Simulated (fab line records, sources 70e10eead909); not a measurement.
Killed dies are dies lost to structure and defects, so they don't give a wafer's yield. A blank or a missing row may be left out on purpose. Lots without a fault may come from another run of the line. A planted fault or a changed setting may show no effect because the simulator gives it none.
fab line records | flow nand_harc
record lots=6 wafers=18 last_day=32
route steps=1302 shown P_M2@329 END@1302
lots that met no fault: from a run of the same line without faults
start_h: hours from the record's first day to the start of the lot's first wafer shown | wait_h: hours since the lot's step before | " the same as in the row above | L1.1+2: a row that stands for several wafers | - no value, or no start given | * or withheld: withheld | < > ~ a bound
route shown NAME@n: a module of which the file shows steps, and the number in the route of the first | usual: mean/standard deviation of fault-free wafers | same: alike in all rows | chamber/n: place in a boat | sites: the reading at each site | _std_site: their standard deviation | _edge_site: outer sites' mean less inner sites' | radius_mm: how far each site lies from the wafer's centre | mask NAME#n: copy n | behind: the tool/chamber that last shaped the wafer | hold: why the lot was held/for how many hours/how that ended | device: the transistor (n, p or np) that didn't switch | end of line: the same wafers' tests at the end of the route | a step without rows: its recipe alone | killed: dies lost to structure and defects at the first sort, not the wafer's yield | map: a wafer's dies, x killed, . not, _ none there
set.NAME: the setting as run; set.NAME@STEP: as run at that earlier step | model.NAME: the simulator's own value behind a step, which no gauge read
lots at some steps of the route; a table a step, a row a wafer
services: from which hour (start_h, from the record's first day; less than 0 if before it) a tool's chamber was out of use, for how many hours, and why
## steps
# step NHARC_P_M2_OVL_MEAS_10
# recipe pitch_nm=340
# usual overlay_x_nm=0.0/0.81 overlay_y_nm=0.1/0.9
# columns lot.wafer tool chamber start_h wait_h overlay_x_nm overlay_y_nm
L457.1 overlay-01 - 228.45 - 0.5 0.5
L457.2 " - " " 0.4 0.5
L457.4 " - " " 0.6 0.0
L459.2 overlay-01 - 238.78 - -0.2 1.3
L459.3 " - " " 0.1 0.6
L459.5 " - " " -0.1 1.4
L466.1 overlay-01 - 308.04 - 0.7 0.2
L466.4 " - " " 0.8 0.4
L466.6 " - " " 0.4 0.0
L467.2 overlay-01 - 317.22 - 0.9 1.6
L467.3 " - " " 1.6 1.8
L467.6 " - " " 0.9 0.8
L468.2 overlay-01 - 329.51 - 0.1 0.8
L468.4 " - " " -0.2 0.6
L468.6 " - " " 0.1 0.3
L470.2 overlay-01 - 350.75 - 0.0 1.0
L470.3 " - " " -0.1 0.7
L470.6 " - " " 0.5 1.0
# step NHARC_P_M2_INSPECT_11
# usual raw_defect_count=3.9/2.3
# columns lot.wafer tool chamber start_h wait_h raw_defect_count
L457.1 defect_inspect-02 - 228.49 0.0 5
L457.2 " - " " 3
L457.4 " - " " 3
L459.2 defect_inspect-01 - 238.82 0.0 9
L459.3 " - " " 6
L459.5 " - " " 4
L466.1 defect_inspect-01 - 308.08 0.0 5
L466.4 " - " " 6
L466.6 " - " " 7
L467.2 defect_inspect-02 - 317.25 0.0 8
L467.3 " - " " 8
L467.6 " - " " 3
L468.2 defect_inspect-02 - 329.54 0.0 6
L468.4 " - " " 1
L468.6 " - " " 1
L470.2 defect_inspect-01 - 350.79 0.0 4
L470.3 " - " " 1
L470.6 " - " " 4
# step NHARC_P_M2_DESCUM_14
# recipe time_s=3 o2_flow_sccm=200 ar_flow_sccm=0 bias_power_w=0 chemistry=O2
# step NHARC_P_M2_ETCH_35
# recipe target_depth_a=400 overetch_a=120 time_s=43.94 ion_energy_ev=200 n2_flow_sccm=150 h2_flow_sccm=150 ar_flow_sccm=0 rf_w=400 bias_w=150 chemistry=N2/H2
# usual bias_w=150.0/0.42 drypump_motor_current_A=6.02/0.29 oes_product_au=0.999/0.013 rf_vpp_V=431.0/2.4 showerhead_plenum_p_Torr=2.06/0.08 throttle_valve_pct=14.171/0.0093
# same time_s=43.94
# columns lot.wafer tool chamber start_h wait_h bias_w drypump_motor_current_A oes_product_au rf_hours_counter_h rf_vpp_V showerhead_plenum_p_Torr throttle_valve_pct
L457.2 rie_diel-01 3 228.64 0.1 150.7 5.89 0.998 1.3 430.3 2.02 14.176
L457.4 " 0 " " 150.4 6.46 0.998 1.6 427.5 1.95 14.178
L457.1 " 2 " " 150.0 5.73 1.010 1.0 434.7 2.17 14.157
L459.2 rie_diel-01 2 238.97 0.1 150.3 5.73 1.020 1.1 433.8 2.17 14.165
L459.3 " 0 " " 149.3 6.46 0.994 1.9 428.0 1.95 14.180
L459.5 " 1 " " 149.6 5.98 0.991 - 434.2 2.14 14.170
L466.1 rie_diel-01 0 308.22 0.1 149.7 6.36 0.987 7.3 426.4 1.95 14.168
L466.4 " 1 " " 149.8 6.01 0.997 7.5 432.7 2.13 14.185
L466.6 " 0 " " 149.7 6.39 0.981 - 427.8 1.95 14.157
L467.3 rie_diel-06 0 317.41 0.1 149.7 5.98 0.997 0.1 432.3 2.07 14.153
L467.2 " 1 " " 149.8 6.19 1.014 0.1 427.8 2.02 14.179
L467.6 " 3 " " 149.8 6.27 1.012 - 432.4 2.10 14.171
L468.2 rie_diel-01 2 329.71 0.1 150.5 5.73 1.013 8.5 434.0 2.17 14.174
L468.4 " 2 " " 149.9 5.75 1.011 - 433.1 2.17 14.166
L468.6 " 3 " " 149.8 5.87 1.005 - 430.2 2.02 14.158
L470.3 rie_diel-06 2 350.93 0.1 149.4 6.24 1.011 2.0 427.7 1.92 14.180
L470.2 " 3 " " 150.8 6.27 1.022 2.0 432.2 2.10 14.183
L470.6 " 3 " " 150.9 6.24 1.009 - 431.4 2.10 14.179
# step NHARC_P_M2_ETCH_15
# recipe target_depth_a=1825 time_s=91.2 c4f8_flow_sccm=withheld ar_flow_sccm=400 rf_w=600 bias_w=300 chemistry=C4F8/Ar
# usual bias_w=300.0/1.1 oes_product_au=0.940/0.025 rf_vpp_V=441.2/2.3
# same time_s=91.2
# columns lot.wafer tool chamber start_h wait_h bias_w oes_product_au rf_hours_counter_h rf_vpp_V
L457.2 rie_diel-01 3 - - 298.1 0.987 1.3 440.4
L457.1 " 0 " " 300.1 0.972 1.7 439.2
L457.4 " 2 " " 298.5 0.967 1.0 444.2
L459.3 rie_diel-01 0 - - 302.3 0.927 1.9 437.1
L459.2 " 2 " " 300.7 0.938 1.2 444.4
L459.5 " 0 " " 299.2 0.924 - 439.8
L466.4 rie_diel-01 3 - - 300.0 0.961 6.9 440.7
L466.1 " 1 " " 300.9 0.959 7.6 445.3
L466.6 " 0 " " 300.2 0.976 - 438.7
L467.2 rie_diel-06 3 - - 299.9 0.980 0.1 443.3
L467.3 " 1 " " 299.2 0.968 0.1 439.1
L467.6 " 2 " " 299.3 0.983 - 437.6
L468.2 rie_diel-01 3 - - 299.6 0.921 8.2 440.4
L468.4 " 0 " " 299.7 0.915 - 438.1
L468.6 " 2 " " 299.7 0.921 - 444.3
L470.3 rie_diel-06 3 - - 300.3 0.956 2.1 442.1
L470.2 " 2 " " 300.1 0.973 2.1 437.2
L470.6 " 0 " " 298.7 0.935 - 441.0
# step NHARC_P_M2_CD_MEAS_16
# usual cd_nm=169.8/1.1
# columns lot.wafer tool chamber start_h wait_h cd_nm
L457.1 cd_sem-03 - 228.85 - 169.4
L457.2 " - " " 169.2
L457.4 " - " " 169.8
L459.2 cd_sem-01 - 239.19 - 169.6
L459.3 " - " " 170.0
L459.5 " - " " 169.9
L466.1 cd_sem-03 - 308.44 - 169.7
L466.4 " - " " 171.0
L466.6 " - " " 170.8
L467.2 cd_sem-01 - 317.62 - 169.8
L467.3 " - " " 169.5
L467.6 " - " " 168.7
L468.2 cd_sem-03 - 329.96 - 169.8
L468.4 " - " " 169.3
L468.6 " - " " 168.5
L470.2 cd_sem-02 - 351.15 - 172.5
L470.3 " - " " 168.0
L470.6 " - " " 170.8
# step NHARC_P_M2_STRIP_18
# recipe power_w=1000 n2_flow_sccm=150 h2_flow_sccm=150 ar_flow_sccm=0 bias_w=0 chemistry=N2/H2
# step NHARC_P_M2_ETCH_28
# recipe target_depth_a=300 over_etch_frac=0.3 time_s=72.99 ion_energy_ev=150 cf4_flow_sccm=50 n2_flow_sccm=100 ar_flow_sccm=150 rf_w=300 bias_w=100 chemistry=CF4/N2
# usual bias_w=100.0/0.3 drypump_motor_current_A=5.96/0.3 oes_product_au=1.001/0.014 rf_vpp_V=314.7/1.7 showerhead_plenum_p_Torr=2.66/0.091 throttle_valve_pct=19.795/0.0091
# same time_s=72.99
# columns lot.wafer tool chamber start_h wait_h bias_w drypump_motor_current_A oes_product_au rf_hours_counter_h rf_vpp_V showerhead_plenum_p_Torr throttle_valve_pct
L457.1 rie_diel-06 3 - - 100.2 6.28 0.989 6 317.0 2.70 19.811
L457.4 " 0 " " 100.1 5.99 0.990 4 314.5 2.66 19.797
L457.2 " 2 " " 99.8 6.26 0.995 5 310.6 2.49 19.786
L459.2 rie_diel-11 1 - - 99.7 5.57 1.016 7 318.1 2.79 19.790
L459.3 " 0 " " 99.9 6.11 0.980 8 314.7 2.69 19.783
L459.5 " 2 " " 100.2 5.91 1.012 - 316.8 2.67 19.782
L466.1 rie_diel-11 3 - - 100.7 5.35 1.006 1 315.7 2.70 19.783
L466.4 " 0 " " 100.1 6.13 1.013 1 315.5 2.69 19.796
L466.6 " 3 " " 100.5 5.33 1.009 - 315.8 2.70 19.783
L467.3 rie_diel-06 1 - - 100.0 6.21 0.992 0 313.0 2.60 19.814
L467.2 " 3 " " 99.9 6.26 0.987 0 313.9 2.70 19.797
L467.6 " 1 " " 99.9 6.21 1.002 - 315.1 2.60 19.791
L468.4 rie_diel-06 1 - - 100.5 6.20 1.002 1 314.4 2.60 19.814
L468.2 " 3 " " 99.8 6.25 1.006 1 315.4 2.70 19.788
L468.6 " 2 " " 100.4 6.27 1.018 - 311.2 2.48 19.800
L470.2 rie_diel-01 1 - - 100.0 6.03 1.008 10 316.6 2.74 19.804
L470.3 " 3 " " 100.2 5.90 0.997 10 312.4 2.60 19.811
L470.6 " 2 " " 100.0 5.72 1.015 - 317.1 2.78 19.802
# step NHARC_P_M2_STRIP_19
# recipe time_s=600 temp_c=30 chemistry=post_etch_residue_remover
# step NHARC_P_M2_DEGAS_29
# recipe temp_c=250 time_s=60
# usual heater_power_w=334/32
# same time_s=60
# columns lot.wafer tool chamber start_h wait_h heater_power_w
L457.2 pvd_sputter-02 - 229.57 - 320
L457.1 " - " " 398
L457.4 " - " " 333
L459.2 pvd_sputter-02 - 239.96 - 322
L459.3 " - " " 327
L459.5 " - " " 418
L466.1 pvd_sputter-02 - 309.15 - 340
L466.4 " - " " 337
L466.6 " - " " 333
L467.2 pvd_sputter-01 - 318.34 - 311
L467.3 " - " " 291
L467.6 " - " " 314
L468.4 pvd_sputter-03 - 330.66 - 329
L468.2 " - " " 298
L468.6 " - " " 340
L470.3 pvd_sputter-01 - 351.89 - 290
L470.2 " - " " 311
L470.6 " - " " 302
# step NHARC_P_M2_PRE_CLEAN_30
# recipe time_s=30 temp_c=280 gas=H2/He
# step NHARC_P_M2_PVD_20
# recipe target_thk_a=50 bias_v=168.6 power_w=15000 chamber_pressure_pa=0.12 time_s=8.06 substrate_temp_c=50 material=TaN
# usual cathode_dc_power_W=15000/2.9 throttle_valve_pct=30.2/1.3
# same time_s=8.06
# columns lot.wafer tool chamber start_h wait_h cathode_dc_power_W throttle_valve_pct
L457.2 pvd_sputter-02 - - - 15000 28.2
L457.1 " - " " 15000 30.0
L457.4 " - " " 15003 30.7
L459.3 pvd_sputter-02 - - - 15001 29.7
L459.2 " - " " 15001 30.4
L459.5 " - " " 14998 30.0
L466.4 pvd_sputter-02 - - - 15000 31.2
L466.1 " - " " 14998 31.1
L466.6 " - " " 14996 31.2
L467.2 pvd_sputter-01 - - - 15003 30.5
L467.3 " - " " 14998 31.7
L467.6 " - " " 14995 31.5
L468.2 pvd_sputter-03 - - - 14998 30.4
L468.4 " - " " 15000 29.7
L468.6 " - " " 14999 29.8
L470.2 pvd_sputter-01 - - - 14999 31.2
L470.3 " - " " 15006 30.6
L470.6 " - " " 14999 32.3
# step NHARC_P_M2_PVD_21
# recipe target_thk_a=300 chamber_pressure_pa=5 power_w=5000 substrate_temp_c=30 time_s=20.49 material=Cu
# usual cathode_dc_power_W=5000.0/0.91 throttle_valve_pct=30.2/1.3
# same time_s=20.49
# columns lot.wafer tool chamber start_h wait_h cathode_dc_power_W throttle_valve_pct
L457.4 pvd_sputter-02 - 229.79 - 5000.3 30.0
L457.2 " - " " 4999.5 30.5
L457.1 " - " " 4808.1 30.6
L459.3 pvd_sputter-02 - 240.19 - 4999.6 29.9
L459.2 " - " " 4999.2 30.5
L459.5 " - " " 4808.1 30.3
L466.4 pvd_sputter-02 - 309.38 - 4999.5 31.4
L466.1 " - " " 5000.8 29.3
L466.6 " - " " 4998.0 28.0
L467.3 pvd_sputter-01 - 318.58 - 5001.1 30.6
L467.2 " - " " 4998.8 31.7
L467.6 " - " " 4999.8 31.3
L468.4 pvd_sputter-03 - 330.89 - 5000.8 27.9
L468.2 " - " " 4999.1 29.7
L468.6 " - " " 4999.2 27.7
L470.2 pvd_sputter-01 - 352.11 - 5000.3 31.9
L470.3 " - " " 5001.9 30.6
L470.6 " - " " 5001.5 31.7
# step NHARC_P_M2_ECD_22
# recipe target_thk_a=4000 bath_temp_c=25 material=Cu
# step NHARC_END_SORT_01
# recipe temp_c=25
# usual defect_limited_yield=91.7/2.5 killed_at_array=52/18 killed_at_other=1.0/1.4 killed_at_periphery=3.1/2.3 killed_dies=56/17 killed_open=3.0/1.7 killed_short=2.5/1.7 sort_bin_2_pct=3.0/1.1 sort_bin_3_pct=0.6/0.36 sort_bin_4_pct=4.8/1.4 sort_n_pass=621/17 sort_rim_yield_pct=91/4.6 sort_yield_pct=91.7/2.5
# same gross_dies=677 sort_bin_5_pct[%]=0 sort_bin_6_pct[%]=0 sort_bin_7_pct[%]=0 sort_bin_8_pct[%]=0 sort_rim_n_gross=106.00
# columns lot.wafer tool chamber start_h wait_h defect_limited_yield[%] killed_at_array killed_at_other killed_at_periphery killed_dies killed_open killed_short sort_bin_2_pct[%] sort_bin_3_pct[%] sort_bin_4_pct[%] sort_n_pass sort_rim_yield_pct[%] sort_yield_pct[%]
L457.1 prober-02 0 657.87 2.5 90.8 59 0 3 62 5 3 3.1 0.7 5.3 615 81 90.8
L457.2 prober-02 0 658.67 2.8 90.5 62 1 1 64 1 2 4.0 0.4 5.0 613 97 90.5
L457.4 prober-02 0 660.26 3.4 90.8 59 1 2 62 1 3 2.4 0.7 6.1 615 84 90.8
L459.2 prober-02 0 677.74 2.8 94.7 26 3 7 36 6 4 1.8 0 3.5 641 92 94.7
L459.3 prober-02 0 678.54 3.1 96.5 17 3 4 24 5 0 1.5 0.1 1.9 653 97 96.5
L459.5 prober-02 0 680.16 3.7 95.6 22 3 5 30 6 3 0.9 0.3 3.2 647 95 95.6
L466.1 prober-01 0 738.43 2.5 87.1 84 0 3 87 7 3 3.8 1.0 8.0 590 85 87.1
L466.4 prober-01 0 740.81 3.4 91.0 59 2 0 61 1 0 3.2 0.7 5.0 616 90 91.0
L466.6 prober-01 0 742.40 4.0 88.9 73 0 2 75 1 6 4.6 0.4 6.1 602 87 88.9
L470.2 prober-01 0 773.30 2.8 90.7 59 1 3 63 3 4 3.2 0.3 5.8 614 92 90.7
L470.3 prober-01 0 774.11 3.1 91.6 56 1 0 57 2 3 2.8 0.3 5.3 620 84 91.6
L470.6 prober-01 0 776.55 4.1 90.7 60 2 1 63 1 2 3.7 0.6 5.0 614 88 90.7
# killed by level:class
L457.1 A_CHANNEL_HOLE_D1:chamber_film_flake=23 A_CHANNEL_HOLE_D2:chamber_film_flake=18 A_CONTACT:chamber_film_flake=6 A_BLC:chamber_film_flake=3 A_CHANNEL_FILL_D2:chamber_film_flake=2 P_M0:geometric_particle:open=1 P_M1:geometric_particle:open=1 A_ONON_D1:geometric_particle:short=1
L457.2 A_CHANNEL_HOLE_D1:chamber_film_flake=33 A_CHANNEL_HOLE_D2:chamber_film_flake=16 A_CONTACT:chamber_film_flake=7 A_WL_FILL:geometric_particle:short=2 A_CHANNEL_HOLE_D1:geometric_particle:open=1 P_M2:chamber_film_flake=1 A_DECK1_JOINT:chamber_film_flake=1 A_CHANNEL_FILL_D2:chamber_film_flake=1
L457.4 A_CHANNEL_HOLE_D2:chamber_film_flake=24 A_CHANNEL_HOLE_D1:chamber_film_flake=17 A_CONTACT:chamber_film_flake=9 P_GATE:chamber_film_flake=2 A_WL_FILL:chamber_film_flake=2 A_ONON_D2:geometric_particle:short=1 A_CHANNEL_HOLE_D2:geometric_particle:open=1 A_CHANNEL_FILL_D2:geometric_particle:short=1
L459.2 A_CHANNEL_HOLE_D1:chamber_film_flake=7 P_GATE:chamber_film_flake=3 THIN_TSV:chamber_film_flake=3 P_CONTACT:chamber_film_flake=2 A_CHANNEL_FILL_D2:chamber_film_flake=2 A_STAIRCASE:chamber_film_flake=2 A_SLIT:chamber_film_flake=2 A_WL_FILL:chamber_film_flake=2
L459.3 A_CHANNEL_HOLE_D1:chamber_film_flake=5 THIN_TSV:chamber_film_flake=3 A_WL_FILL:chamber_film_flake=2 A_CONTACT:chamber_film_flake=2 P_GATE:geometric_particle:open=1 A_CHANNEL_FILL_D1:geometric_particle:open=1 A_ONON_D2:geometric_particle:open=1 A_CHANNEL_FILL_D2:geometric_particle:open=1
L459.5 A_CONTACT:chamber_film_flake=4 A_CHANNEL_HOLE_D1:chamber_film_flake=3 A_SLIT:chamber_film_flake=3 THIN_TSV:chamber_film_flake=3 A_SOURCE_PLATE:geometric_particle:open=2 P_GATE:chamber_film_flake=2 A_CHANNEL_FILL_D2:chamber_film_flake=2 A_STAIRCASE:chamber_film_flake=2
L466.1 A_SLIT:chamber_film_flake=34 A_CHANNEL_HOLE_D2:chamber_film_flake=28 A_CHANNEL_HOLE_D1:chamber_film_flake=8 A_WL_FILL:chamber_film_flake=3 A_CONTACT:chamber_film_flake=3 P_M0:geometric_particle:open=2 A_ONON_D2:geometric_particle:open=2 A_ONON_D1:geometric_particle:open=1
L466.4 A_CHANNEL_HOLE_D2:chamber_film_flake=22 A_SLIT:chamber_film_flake=18 A_CHANNEL_HOLE_D1:chamber_film_flake=8 A_CONTACT:chamber_film_flake=5 A_STAIRCASE:chamber_film_flake=2 A_WL_FILL:chamber_film_flake=2 THIN_TSV:chamber_film_flake=2 A_DECK1_JOINT:geometric_particle:open=1
L466.6 A_SLIT:chamber_film_flake=38 A_CHANNEL_HOLE_D2:chamber_film_flake=17 A_CHANNEL_HOLE_D1:chamber_film_flake=8 A_CHANNEL_HOLE_D1:geometric_particle:short=3 P_M1:geometric_particle:open=1 A_CHANNEL_FILL_D2:geometric_particle:short=1 A_WL_FILL:geometric_particle:short=1 A_BLC:geometric_particle:short=1
L470.2 A_CHANNEL_HOLE_D2:chamber_film_flake=20 A_CHANNEL_HOLE_D1:chamber_film_flake=14 A_SLIT:chamber_film_flake=7 A_CONTACT:chamber_film_flake=4 A_CHANNEL_FILL_D2:geometric_particle:short=2 A_STAIRCASE:chamber_film_flake=2 P_STI:chamber_film_flake=2 A_CHANNEL_FILL_D1:chamber_film_flake=2
L470.3 A_CHANNEL_HOLE_D2:chamber_film_flake=20 A_CHANNEL_HOLE_D1:chamber_film_flake=16 A_STAIRCASE:chamber_film_flake=5 A_SLIT:chamber_film_flake=5 A_M1:chamber_film_flake=2 A_ONON_D1:geometric_particle:open=1 A_DECK1_JOINT:geometric_particle:short=1 A_ONON_D2:geometric_particle:short=1
L470.6 A_CHANNEL_HOLE_D2:chamber_film_flake=22 A_CHANNEL_HOLE_D1:chamber_film_flake=13 A_SLIT:chamber_film_flake=9 A_CONTACT:chamber_film_flake=7 A_CHANNEL_FILL_D1:chamber_film_flake=2 THIN_TSV:chamber_film_flake=2 A_DECK1_JOINT:geometric_particle:short=1 A_CHANNEL_HOLE_D2:geometric_particle:short=1
## services
# columns tool chamber start_h hours kind
rie_diel-01 0 212.80 - clean
rie_diel-01 1 212.80 - clean
rie_diel-01 2 212.80 - clean
rie_diel-01 3 212.80 - clean
pvd_sputter-01 - 226.00 10.0 pm
rie_diel-11 1 230.55 4.0 repair
rie_diel-11 - 234.75 0.2 repair
rie_diel-01 0 237.30 - clean
rie_diel-01 1 237.30 - clean
rie_diel-01 2 237.30 - clean
rie_diel-01 3 237.30 - clean
pvd_sputter-01 - 242.06 1.9 repair
rie_diel-11 - 255.50 9.0 pm
rie_diel-01 0 261.80 - clean
rie_diel-11 0 269.67 9.7 repair
rie_diel-06 - 279.08 1.6 repair
pvd_sputter-02 - 282.00 10.0 pm
rie_diel-06 - 307.22 9.0 pm
rie_diel-11 - 311.39 0.4 repair
pvd_sputter-03 - 315.22 2.5 repair
rie_diel-11 3 322.31 9.8 repair
pvd_sputter-02 - 325.59 38.1 repair
rie_diel-01 1 326.90 7.0 repair
pvd_sputter-03 - 348.01 10.0 pm
## key
first_sign step=NHARC_P_M2_PVD_21 reading=cathode_dc_power_W direction=down sigmas=99+ usual=* struck=*
effect none on later readings
met_at NHARC_P_M2_PVD_21
struck_wafers L457.1,L459.5
fault kind=process_parameter_drift tool=pvd_sputter-02 chamber=- onset_h=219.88 steps=NHARC_P_M2_PVD_21 channel=power_w offset=* shape=step end_h=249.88 acts_in=* stated=* scope=struck_wafers_only
